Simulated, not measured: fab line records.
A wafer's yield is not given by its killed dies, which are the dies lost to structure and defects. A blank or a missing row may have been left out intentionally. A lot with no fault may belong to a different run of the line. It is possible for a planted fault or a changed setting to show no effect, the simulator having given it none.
fab line records ; flow n5-finfet
record: lots: 10; wafers: 30; last-day: 18
route steps=1938 shown BEOL_M14@1749 BEOL_M15@1773 PASSIVATION@1936
lots untouched by any fault: they come from a run of this same line in which no faults occurred
start-h: hours from the record's first day to the start of the lot's first wafer shown ; wait-h: time in hours since the lot's previous step ; " identical to the entry in the row above ; L1.1+2: one row covering several wafers at once ; - no value, or no start was given ; * or withheld: withheld ; < > ~ a bound
route shown NAME@n: a module of which the file shows steps, and the number in the route of the first ; usual: mean and standard deviation over wafers with no fault ; same: alike in all rows ; chamber/n: place in a boat ; sites: readings site by site ; _std_site: standard deviation across them ; _edge_site: outer sites' mean less inner sites' ; radius-mm: how far each site lies from the wafer's centre ; mask NAME#n: copy n ; behind: the most recent tool/chamber to have shaped the wafer ; hold: why the lot was held/for how many hours/how that ended ; device: which transistor (n, p or np) failed to switch ; end of line: at the end of the route, the tests of the same wafers ; where a step has no rows: the recipe by itself ; killed: count of dies lost to structure and defects at first sort (not the wafer's yield) ; map: a wafer's dies, x killed, . not, _ none there
set.NAME: the run value of the setting; set.NAME@STEP: its run value at that earlier step ; model.NAME: the simulator's own value behind a step, which no gauge read
the route's steps for a sample of lots (tables are steps, rows are wafers)
services: the hour from which a tool's chamber was out of use, counted from the record's first day as start-h (under 0 if before that day), plus the number of hours and why
== steps ==
step: N5_BEOL_M14_DESCUM_33
recipe: chemistry: O2; time-s: 7.9; source-power-w: 50; bias-power-w: 20; pressure-mtorr: 20; rf-frequency-hz: 2.712e+07; temp-c: 40; o2-flow-sccm: 225
usual: drypump-motor-current-A: 5.9/0.58; oes-product-au: 0.80/0.072; rf-fwd-power-W: 49.40/0.21; rf-vpp-V: 242.5/1.3; showerhead-plenum-p-Torr: 2.06/0.067; throttle-valve-pct: 20.34/0.23
lot.wafer;tool;chamber;start-h;wait-h;drypump-motor-current-A;oes-product-au;rf-fwd-power-W;rf-hours-counter-h;rf-vpp-V;showerhead-plenum-p-Torr;throttle-valve-pct
L243.4;rie-diel-06;0;250.41;0.5;4.9;0.68;49.37;237;241.2;1.97;20.91
L243.5;rie-diel-06;0;250.41;0.5;4.9;0.68;49.41;-;241.3;1.97;20.92
L243.6;rie-diel-06;3;250.41;0.5;6.5;0.71;49.10;-;246.4;2.16;20.67
L245.1;rie-diel-02;0;258.29;0.0;5.0;0.85;49.13;76;242.8;2.05;20.45
L245.2;rie-diel-02;1;258.29;0.0;5.5;0.82;49.32;65;241.7;2.04;19.96
L245.4;rie-diel-02;3;258.29;0.0;6.0;0.68;49.45;250;241.4;2.05;20.61
L251.2;rie-diel-05;2;309.55;0.1;6.6;0.68;49.43;250;243.3;2.08;20.73
L251.5;rie-diel-05;1;309.55;0.1;6.4;0.84;49.55;-;242.4;2.03;20.34
L251.6;rie-diel-05;3;309.55;0.1;4.9;0.80;49.46;-;241.7;2.03;20.05
L253.2;rie-diel-06;0;320.27;0.0;4.9;0.96;49.35;1;243.7;2.23;20.47
L253.5;rie-diel-06;2;320.27;0.0;6.2;0.84;48.88;-;241.9;2.04;20.50
L253.6;rie-diel-06;1;320.27;0.0;5.9;0.87;49.01;-;245.4;2.22;20.16
L255.1;rie-diel-02;1;332.74;0.0;5.5;0.79;49.49;89;241.4;2.03;19.99
L255.5;rie-diel-02;3;332.74;0.0;6.0;0.90;49.51;-;240.6;2.04;20.30
L255.6;rie-diel-02;0;332.74;0.0;5.0;0.82;49.37;-;242.2;2.04;20.46
L259.2;rie-diel-06;3;351.84;0.1;6.5;0.67;49.33;240;244.1;2.15;20.72
L259.3;rie-diel-06;0;351.84;0.1;4.9;0.91;49.53;10;244.9;2.23;20.48
L259.6;rie-diel-06;1;351.84;0.1;5.9;0.85;49.02;-;244.0;2.22;20.16
L261.3;rie-diel-05;1;369.58;0.0;6.3;0.82;49.59;104;241.6;2.03;20.38
L261.4;rie-diel-05;0;369.58;0.0;6.0;0.73;49.54;196;241.9;1.98;20.30
L261.6;rie-diel-05;1;369.58;0.0;6.4;0.83;49.48;-;241.9;2.03;20.39
L262.1;rie-diel-02;2;370.76;0.6;6.2;0.72;49.39;158;241.2;2.01;20.55
L262.5;rie-diel-02;0;370.76;0.6;5.1;0.80;49.63;-;242.7;2.04;20.50
L262.6;rie-diel-02;1;370.76;0.6;5.5;0.76;49.41;-;242.9;2.02;20.01
L263.2;rie-diel-05;3;379.27;0.0;4.9;0.77;49.69;115;241.1;2.02;20.07
L263.3;rie-diel-05;0;379.27;0.0;6.0;0.72;49.36;200;241.5;1.98;20.32
L263.4;rie-diel-05;2;379.27;0.0;6.6;0.95;49.19;17;242.9;2.07;20.32
L265.3;rie-diel-06;0;404.22;0.5;4.9;0.88;49.23;28;245.5;2.22;20.52
L265.5;rie-diel-06;2;404.22;0.5;6.2;0.82;48.93;-;242.9;2.03;20.54
L265.6;rie-diel-06;1;404.22;0.5;5.9;0.84;49.25;-;244.2;2.21;20.22
step: N5_BEOL_M14_SPUTTER_43
recipe: material: TaN; target-thk-a: 150; temp-c: 50; bias-v: 168.6; power-w: 15000; chamber-pressure-pa: 0.12; time-s: 24.19
usual: throttle-valve-pct: 30.1/1.1
lot.wafer;tool;chamber;start-h;wait-h;throttle-valve-pct
L243.4;pvd-sputter-03;-;252.18;0.0;31.0
L243.5;pvd-sputter-03;-;252.18;0.0;29.8
L243.6;pvd-sputter-03;-;252.18;0.0;30.8
L245.1;pvd-sputter-02;-;261.34;0.0;30.9
L245.2;pvd-sputter-02;-;261.34;0.0;31.3
L245.4;pvd-sputter-02;-;261.34;0.0;27.9
L251.2;pvd-sputter-01;-;311.37;0.0;30.6
L251.5;pvd-sputter-01;-;311.37;0.0;31.7
L251.6;pvd-sputter-01;-;311.37;0.0;28.5
L253.2;pvd-sputter-02;-;322.86;0.0;27.6
L253.5;pvd-sputter-02;-;322.86;0.0;31.2
L253.6;pvd-sputter-02;-;322.86;0.0;29.6
L255.1;pvd-sputter-02;-;333.73;0.0;27.5
L255.5;pvd-sputter-02;-;333.73;0.0;27.9
L255.6;pvd-sputter-02;-;333.73;0.0;29.7
L259.2;pvd-sputter-02;-;360.35;0.0;31.2
L259.3;pvd-sputter-02;-;360.35;0.0;27.5
L259.6;pvd-sputter-02;-;360.35;0.0;31.0
L261.3;pvd-sputter-03;-;373.48;0.0;31.1
L261.4;pvd-sputter-03;-;373.48;0.0;29.8
L261.6;pvd-sputter-03;-;373.48;0.0;29.6
L262.1;pvd-sputter-01;-;374.94;0.0;31.4
L262.5;pvd-sputter-01;-;374.94;0.0;28.6
L262.6;pvd-sputter-01;-;374.94;0.0;31.2
L263.2;pvd-sputter-03;-;382.55;0.0;30.9
L263.3;pvd-sputter-03;-;382.55;0.0;30.0
L263.4;pvd-sputter-03;-;382.55;0.0;30.5
L265.3;pvd-sputter-02;-;407.41;0.0;31.2
L265.5;pvd-sputter-02;-;407.41;0.0;31.1
L265.6;pvd-sputter-02;-;407.41;0.0;31.0
step: N5_BEOL_M14_SPUTTER_45
recipe: material: Cu; target-thk-a: 1000; temp-c: -20; bias-v: 60; power-w: 26000; chamber-pressure-pa: 0.13; time-s: 16.67
usual: throttle-valve-pct: 30.1/1.1
lot.wafer;tool;chamber;start-h;wait-h;throttle-valve-pct
L243.4;pvd-sputter-03;-;252.34;0.0;30.9
L243.5;pvd-sputter-03;-;252.34;0.0;29.9
L243.6;pvd-sputter-03;-;252.34;0.0;30.9
L245.1;pvd-sputter-02;-;261.50;0.0;31.2
L245.2;pvd-sputter-02;-;261.50;0.0;31.1
L245.4;pvd-sputter-02;-;261.50;0.0;27.9
L251.2;pvd-sputter-01;-;311.53;0.0;31.2
L251.5;pvd-sputter-01;-;311.53;0.0;31.5
L251.6;pvd-sputter-01;-;311.53;0.0;28.8
L253.2;pvd-sputter-02;-;323.02;0.0;27.4
L253.5;pvd-sputter-02;-;323.02;0.0;31.1
L253.6;pvd-sputter-02;-;323.02;0.0;29.7
L255.1;pvd-sputter-02;-;333.89;0.0;27.5
L255.5;pvd-sputter-02;-;333.89;0.0;27.9
L255.6;pvd-sputter-02;-;333.89;0.0;29.6
L259.2;pvd-sputter-02;-;360.51;0.0;31.3
L259.3;pvd-sputter-02;-;360.51;0.0;27.7
L259.6;pvd-sputter-02;-;360.51;0.0;31.1
L261.3;pvd-sputter-03;-;373.64;0.0;31.0
L261.4;pvd-sputter-03;-;373.64;0.0;29.8
L261.6;pvd-sputter-03;-;373.64;0.0;29.5
L262.1;pvd-sputter-01;-;375.10;0.0;31.6
L262.5;pvd-sputter-01;-;375.10;0.0;28.7
L262.6;pvd-sputter-01;-;375.10;0.0;31.0
L263.2;pvd-sputter-03;-;382.71;0.0;30.9
L263.3;pvd-sputter-03;-;382.71;0.0;29.7
L263.4;pvd-sputter-03;-;382.71;0.0;30.6
L265.3;pvd-sputter-02;-;407.57;0.0;31.0
L265.5;pvd-sputter-02;-;407.57;0.0;31.1
L265.6;pvd-sputter-02;-;407.57;0.0;30.9
step: N5_BEOL_M15_ILD_DEP_00
recipe: material: SiO2; target-thk-a: 16293; temp-c: 400; precursor: TEOS/O2; pressure-torr: 6.5; rf-w: 900; teos-flow-sccm: 161.4; gas: O2; flow-sccm: 2650; time-s: 346.1
usual: heater-power-w: 572/91; rf-fwd-power-W: 898.2/2.8; run-length-s: 388.8/0.48; showerhead-plenum-p-Torr: 8.38/0.035; throttle-valve-pct: 18.6/1
lot.wafer;tool;chamber;start-h;wait-h;heater-power-w;rf-fwd-power-W;run-length-s;showerhead-plenum-p-Torr;throttle-valve-pct
L243.4;pecvd-03;1;253.76;0.1;430;903.5;388.8;8.36;18.1
L243.5;pecvd-03;2;253.76;0.1;582;900.8;388.8;8.42;18.0
L243.6;pecvd-03;0;253.76;0.1;727;889.8;389.6;8.41;18.1
L245.1;pecvd-03;1;262.86;0.0;564;897.3;389.0;8.37;17.7
L245.2;pecvd-03;2;262.86;0.0;588;895.5;389.3;8.42;18.2
L245.4;pecvd-03;2;262.86;0.0;450;896.1;389.8;8.44;18.2
L251.2;pecvd-03;0;313.09;0.0;714;900.2;389.6;8.41;18.0
L251.5;pecvd-03;1;313.09;0.0;426;896.9;627.0;8.38;18.1
L251.6;pecvd-03;2;313.09;0.0;605;897.9;627.0;8.44;18.4
L253.2;pecvd-03;0;324.11;0.0;623;901.5;389.0;8.41;18.0
L253.5;pecvd-03;2;324.11;0.0;576;897.1;627.1;8.43;18.3
L253.6;pecvd-03;0;324.11;0.0;717;898.2;627.5;8.41;18.0
L255.1;pecvd-01;0;334.99;0.0;462;902.5;388.8;8.36;18.4
L255.5;pecvd-01;1;334.99;0.0;555;896.5;388.6;8.38;21.5
L255.6;pecvd-01;0;334.99;0.0;544;899.8;388.3;8.33;18.5
L259.2;pecvd-01;0;361.63;0.0;443;896.1;388.4;8.32;18.5
L259.3;pecvd-01;1;361.63;0.0;708;898.4;389.1;8.39;21.4
L259.6;pecvd-01;0;361.63;0.0;421;899.0;388.7;8.33;18.7
L261.3;pecvd-01;1;374.73;0.0;601;898.9;389.0;8.40;21.2
L261.4;pecvd-01;1;374.73;0.0;679;897.2;388.3;8.37;21.2
L261.6;pecvd-01;0;374.73;0.0;535;893.6;388.3;8.34;18.3
L262.1;pecvd-04;1;376.19;0.0;686;897.1;388.8;8.41;19.6
L262.5;pecvd-04;1;376.19;0.0;583;896.6;388.9;8.41;19.8
L262.6;pecvd-04;0;376.19;0.0;554;893.9;388.1;8.34;18.3
L263.2;pecvd-04;0;383.80;0.0;557;897.1;388.9;8.34;18.1
L263.3;pecvd-04;0;383.80;0.0;423;902.9;387.8;8.35;18.4
L263.4;pecvd-04;2;383.80;0.0;553;898.5;388.8;8.35;18.2
L265.3;pecvd-03;0;408.80;0.1;733;895.5;389.1;8.43;17.9
L265.5;pecvd-03;1;408.80;0.1;438;899.5;388.9;8.36;18.1
L265.6;pecvd-03;0;408.80;0.1;580;897.6;389.3;8.41;17.8
step: N5_BEOL_M15_THK_MEAS_01
recipe: reads: SiO2_of_BEOL_M15_ILD_DEP_00
usual: M15_ILD_THK: 1620/26
lot.wafer;tool;chamber;start-h;wait-h;M15_ILD_THK[nm]
L243.4;film-metro-01;-;253.90;0.0;1627
L243.5;film-metro-01;-;253.90;0.0;1659
L243.6;film-metro-01;-;253.90;0.0;1697
L245.1;film-metro-02;-;263.11;0.1;1596
L245.2;film-metro-02;-;263.11;0.1;1616
L245.4;film-metro-02;-;263.11;0.1;1603
L251.2;film-metro-02;-;313.34;0.1;1617
L251.5;film-metro-02;-;313.34;0.1;2753
L251.6;film-metro-02;-;313.34;0.1;2745
L253.2;film-metro-02;-;324.36;0.1;1641
L253.5;film-metro-02;-;324.36;0.1;2763
L253.6;film-metro-02;-;324.36;0.1;2792
L255.1;film-metro-01;-;335.26;0.2;1609
L255.5;film-metro-01;-;335.26;0.2;1631
L255.6;film-metro-01;-;335.26;0.2;1642
L259.2;film-metro-02;-;361.99;0.3;1589
L259.3;film-metro-02;-;361.99;0.3;1603
L259.6;film-metro-02;-;361.99;0.3;1618
L261.3;film-metro-02;-;374.98;0.1;1583
L261.4;film-metro-02;-;374.98;0.1;1608
L261.6;film-metro-02;-;374.98;0.1;1630
L262.1;film-metro-02;-;376.44;0.1;1586
L262.5;film-metro-02;-;376.44;0.1;1598
L262.6;film-metro-02;-;376.44;0.1;1610
L263.2;film-metro-01;-;384.16;0.3;1570
L263.3;film-metro-01;-;384.16;0.3;1608
L263.4;film-metro-01;-;384.16;0.3;1607
L265.3;film-metro-02;-;409.07;0.2;1648
L265.5;film-metro-02;-;409.07;0.2;1650
L265.6;film-metro-02;-;409.07;0.2;1644
step: N5_BEOL_M15_CD_MEAS_17
recipe: target-cd-nm: 360; polarity: opening
usual: cd-nm: 360.5/2
lot.wafer;tool;chamber;start-h;wait-h;cd-nm
L243.4;cd-sem-03;-;254.97;0.0;357.3
L243.5;cd-sem-03;-;254.97;0.0;357.4
L243.6;cd-sem-03;-;254.97;0.0;358.6
L245.1;cd-sem-02;-;264.13;0.0;357.7
L245.2;cd-sem-02;-;264.13;0.0;358.8
L245.4;cd-sem-02;-;264.13;0.0;358.2
L251.2;cd-sem-03;-;314.23;0.0;363.9
L251.5;cd-sem-03;-;314.23;0.0;372.1
L251.6;cd-sem-03;-;314.23;0.0;371.3
L253.2;cd-sem-01;-;325.27;0.0;362.2
L253.5;cd-sem-01;-;325.27;0.0;372.0
L253.6;cd-sem-01;-;325.27;0.0;373.9
L255.1;cd-sem-02;-;336.15;0.0;359.9
L255.5;cd-sem-02;-;336.15;0.0;361.7
L255.6;cd-sem-02;-;336.15;0.0;359.4
L259.2;cd-sem-03;-;363.01;0.0;357.9
L259.3;cd-sem-03;-;363.01;0.0;360.4
L259.6;cd-sem-03;-;363.01;0.0;360.3
L261.3;cd-sem-02;-;376.06;0.0;360.4
L261.4;cd-sem-02;-;376.06;0.0;361.5
L261.6;cd-sem-02;-;376.06;0.0;362.0
L262.1;cd-sem-02;-;377.33;0.0;361.5
L262.5;cd-sem-02;-;377.33;0.0;361.0
L262.6;cd-sem-02;-;377.33;0.0;362.2
L263.2;cd-sem-02;-;385.51;0.0;358.7
L263.3;cd-sem-02;-;385.51;0.0;358.8
L263.4;cd-sem-02;-;385.51;0.0;358.4
L265.3;cd-sem-02;-;410.17;0.0;365.0
L265.5;cd-sem-02;-;410.17;0.0;361.3
L265.6;cd-sem-02;-;410.17;0.0;359.7
step: N5_PASSIVATION_PROBE_49
usual: defect-limited-yield: 90.9/1.5; killed_at_M0_to_M3: 36/10; killed_at_M4_up: 13/5.5; killed-at-contacts: 12/5.6; killed-at-front-end: 42/12; killed-at-other: 4/3.2; killed-dies: 108/18; killed-open: 71/13; killed-short: 34/7.8; sort_bin_5_function: 5.4/1; sort_bin_6_memory: 3.4/0.68; sort-n-pass: 1072/18; sort-yield-pct: 90.9/1.5
same: gross-dies: 1180; killed-at-back-side: 0; sort_bin_4_leakage[%]: 0; sort_bin_8_speed[%]: 0
lot.wafer;tool;chamber;start-h;wait-h;defect-limited-yield[%];killed_at_M0_to_M3;killed_at_M4_up;killed-at-contacts;killed-at-front-end;killed-at-other;killed-dies;killed-open;killed-short;sort_bin_5_function[%];sort_bin_6_memory[%];sort-n-pass;sort-yield-pct[%]
L251.2;prober-01;-;339.71;0.1;90.8;46;14;21;24;3;108;74;32;5.8;3.1;1072;90.8
L251.5;prober-01;-;339.86;0.2;88.9;35;10;30;54;2;131;89;40;6.4;4.3;1049;88.9
L251.6;prober-01;-;339.91;0.3;89.7;58;17;15;30;1;121;84;36;5.7;4.1;1059;89.7
L255.1;prober-01;-;355.14;0.0;93.1;25;12;11;29;4;81;46;35;4.4;2.1;1099;93.1
L255.5;prober-01;-;355.34;0.2;93.7;17;4;13;38;2;74;48;25;3.7;2.3;1106;93.7
L255.6;prober-01;-;355.39;0.3;91.9;22;9;23;38;4;96;60;35;4.3;3.3;1084;91.9
L261.3;prober-01;-;399.21;0.1;90.4;40;8;5;47;13;113;73;38;5.8;3.3;1067;90.4
L261.4;prober-01;-;399.26;0.2;92.6;38;11;7;24;7;87;56;27;4.3;2.9;1093;92.6
L261.6;prober-01;-;399.36;0.3;91.0;34;10;10;46;6;106;71;32;4.3;4.3;1074;91.0
killed by level:class
L251.2 MOL_CONTACT_COAG:geometric-particle:open=17 BEOL_M3:geometric-particle:open=12 BEOL_M2:geometric-particle:open=10 BEOL_M1:geometric-particle:open=7 STI_FIN_REVEAL:geometric-particle:open=6 BEOL_M3:geometric-particle:short=5 STARTING-WAFER:geometric-particle:short=4 MOL_CONTACT_COAG:geometric-particle:short=4
L251.5 MOL_CONTACT_COAG:geometric-particle:open=26 STI_FIN_REVEAL:geometric-particle:open=17 FIN_SAQP:geometric-particle:short=11 BEOL_M2:geometric-particle:open=8 BEOL_M3:geometric-particle:open=8 FIN_SAQP:geometric-particle:open=7 STI_FIN_REVEAL:geometric-particle:short=4 MOL_CONTACT_COAG:geometric-particle:short=4
L251.6 BEOL_M3:geometric-particle:open=16 MOL_CONTACT_COAG:geometric-particle:open=14 BEOL_M1:geometric-particle:open=12 BEOL_M0_SAQP:geometric-particle:short=9 BEOL_M0_SAQP:geometric-particle:open=8 BEOL_M2:geometric-particle:open=7 BEOL_M4:geometric-particle:open=7 FIN_SAQP:geometric-particle:short=6
L255.1 MOL_CONTACT_COAG:geometric-particle:open=9 FIN_SAQP:geometric-particle:open=7 BEOL_M1:geometric-particle:open=7 FIN_SAQP:geometric-particle:short=6 GATE_CUT:geometric-particle:short=5 BEOL_M2:geometric-particle:open=5 BEOL_M0_SAQP:geometric-particle:short=4 STARTING-WAFER:geometric-particle:short=4
L255.5 FIN_SAQP:geometric-particle:short=11 STI_FIN_REVEAL:geometric-particle:open=8 MOL_CONTACT_COAG:geometric-particle:open=8 FIN_SAQP:geometric-particle:open=6 DUMMY_GATE:geometric-particle:open=5 MOL_CONTACT_COAG:geometric-particle:short=5 BEOL_M1:geometric-particle:open=5 BEOL_M3:geometric-particle:open=5
L255.6 MOL_CONTACT_COAG:geometric-particle:open=17 GATE_CUT:geometric-particle:short=10 FIN_SAQP:geometric-particle:short=8 FIN_SAQP:geometric-particle:open=8 BEOL_M2:geometric-particle:open=8 MOL_CONTACT_COAG:geometric-particle:short=6 BEOL_M3:geometric-particle:open=4 DUMMY_GATE:geometric-particle:open=3
L261.3 FIN_SAQP:geometric-particle:short=14 FIN_SAQP:geometric-particle:open=11 BEOL_M0_SAQP:geometric-particle:short=11 BEOL_M2:geometric-particle:open=9 STI_FIN_REVEAL:geometric-particle:open=8 BEOL_M0_SAQP:geometric-particle:open=8 MIM_TOP_ETCH:geometric-particle:open=7 MOL_CONTACT_COAG:geometric-particle:open=5
L261.4 BEOL_M1:geometric-particle:open=11 BEOL_M0_SAQP:geometric-particle:short=9 MOL_CONTACT_COAG:geometric-particle:open=7 BEOL_M0_SAQP:geometric-particle:open=6 BEOL_M2:geometric-particle:open=6 STI_FIN_REVEAL:geometric-particle:open=5 BEOL_M5:geometric-particle:open=5 FIN_SAQP:geometric-particle:short=4
L261.6 STI_FIN_REVEAL:geometric-particle:open=11 MOL_CONTACT_COAG:geometric-particle:open=7 BEOL_M0_SAQP:geometric-particle:short=6 SPACER0:geometric-particle:open=6 BEOL_M3:geometric-particle:open=6 FIN_SAQP:geometric-particle:open=5 BEOL_M0_SAQP:geometric-particle:open=5 BEOL_M1:geometric-particle:open=5
== services ==
tool;chamber;start-h;hours;kind
rie-diel-02;-;229.71;0.5;repair
rie-diel-05;0;258.19;9.4;repair
rie-diel-02;0;264.49;9.9;repair
pvd-sputter-02;-;279.52;3.8;repair
rie-diel-06;0;287.32;-;clean
rie-diel-06;0;287.32;-;consumable-replace:focus-ring
rie-diel-06;0;287.32;-;consumable-replace:showerhead
pecvd-01;-;289.64;1.0;repair
pecvd-04;1;298.99;6.2;repair
rie-diel-05;0;307.30;4.3;repair
pecvd-04;1;317.58;4.5;repair
pvd-sputter-01;-;320.04;19.6;repair
rie-diel-06;3;328.29;2.5;repair
pecvd-03;2;351.75;2.1;scheduled-down
pvd-sputter-01;-;354.53;5.4;repair
pecvd-03;0;357.77;12.8;repair
rie-diel-05;3;376.16;2.3;repair
rie-diel-02;-;381.76;0.5;repair
rie-diel-06;3;382.22;2.3;repair
rie-diel-06;2;382.64;11.7;repair
pvd-sputter-01;-;386.41;4.6;repair
pecvd-03;1;391.41;2.1;scheduled-down
rie-diel-06;0;392.19;4.8;repair
pecvd-03;2;407.40;5.5;scheduled-down
== key ==
first-sign: step: N5_BEOL_M15_ILD_DEP_00; reading: run-length-s; direction: up; sigmas: 99+; usual: *; struck: *
effect: step: N5_BEOL_M15_THK_MEAS_01; reading: M15_ILD_THK; direction: up; sigmas: 44; usual: 1620; struck: 2763
effect: step: N5_BEOL_M15_CD_MEAS_17; reading: cd-nm; direction: up; sigmas: 6.1; usual: 360.5; struck: 372.3
met-at N5_BEOL_M15_ILD_DEP_00
struck-lots L251,L253
struck-wafers L251.5,L251.6,L253.5,L253.6
not-acting-at N5_BEOL_M14_DESCUM_33,N5_BEOL_M14_SPUTTER_43,N5_BEOL_M14_SPUTTER_45
onset-between 262.86 313.09
fault: kind: process-parameter-drift; tool: pecvd-03; chamber: -; onset-h: 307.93; steps: N5_BEOL_M15_ILD_DEP_00; channel: time-s; offset: *; shape: step; end-h: 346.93; scope: struck-wafers-only; acts-in: *; stated: *
